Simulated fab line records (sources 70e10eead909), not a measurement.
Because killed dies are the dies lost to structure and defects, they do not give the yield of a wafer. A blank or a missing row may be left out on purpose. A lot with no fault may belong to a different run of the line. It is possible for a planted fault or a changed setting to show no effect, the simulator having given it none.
Chamber matching || flow nand_harc || rie_diel-06 running NHARC_A_CHANNEL_HOLE_D1_ETCH_44: 4 sister chambers
The step etches the open film in CF4/O2, target depth 140 nm, overetch 14 nm, time 77 s. 4 wafers are shown with their chamber, then 9 later ones without.

WAFERS WITH THEIR CHAMBER
{"wafer": "L148.1", "chamber": 0, "showerhead_plenum_p_Torr (Torr)": 1.28}
{"wafer": "L151.1", "chamber": 3, "showerhead_plenum_p_Torr (Torr)": 1.31}
{"wafer": "L151.2", "chamber": 1, "showerhead_plenum_p_Torr (Torr)": 1.35}
{"wafer": "L151.5", "chamber": 2, "showerhead_plenum_p_Torr (Torr)": 1.24}

WAFERS WITHOUT THEIR CHAMBER
{"wafer": "L152.3", "showerhead_plenum_p_Torr (Torr)": 1.31}
{"wafer": "L152.4", "showerhead_plenum_p_Torr (Torr)": 1.24}
{"wafer": "L152.6", "showerhead_plenum_p_Torr (Torr)": 1.27}
{"wafer": "L162.1", "showerhead_plenum_p_Torr (Torr)": 1.30}
{"wafer": "L162.3", "showerhead_plenum_p_Torr (Torr)": 1.27}
{"wafer": "L162.5", "showerhead_plenum_p_Torr (Torr)": 1.35}
{"wafer": "L165.2", "showerhead_plenum_p_Torr (Torr)": 1.27}
{"wafer": "L165.5", "showerhead_plenum_p_Torr (Torr)": 1.35}
{"wafer": "L165.6", "showerhead_plenum_p_Torr (Torr)": 1.24}

CHAMBER TAKEN BY EACH
{"wafer": "L152.3", "from the rows above": 3, "in truth": 3}
{"wafer": "L152.4", "from the rows above": 2, "in truth": 2}
{"wafer": "L152.6", "from the rows above": 0, "in truth": 0}
{"wafer": "L162.1", "from the rows above": "can't be placed: 3 or 0", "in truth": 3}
{"wafer": "L162.3", "from the rows above": 0, "in truth": 0}
{"wafer": "L162.5", "from the rows above": 1, "in truth": 1}
{"wafer": "L165.2", "from the rows above": 0, "in truth": 0}
{"wafer": "L165.5", "from the rows above": 1, "in truth": 1}
{"wafer": "L165.6", "from the rows above": 2, "in truth": 2}
Correctly placed: 8 of 9. Unplaceable from these rows: 1, with the true chamber sitting among the candidates in 1. Number placed wrongly: 0.
How it was worked out, from the rows above alone: a wafer's distance from a chamber is the root of the sum, over the readings, of the square of ((its reading less the chamber's mean) divided by the reading's scatter). The wafer belongs to the nearest chamber; if the next one is less than 2 further off, it can't be placed. The mean given for a chamber averages the wafers shown for that chamber. The scatter (one wafer shown for each chamber): square how far every hidden wafer sits from the nearest shown wafer, average those squares and take the square root.
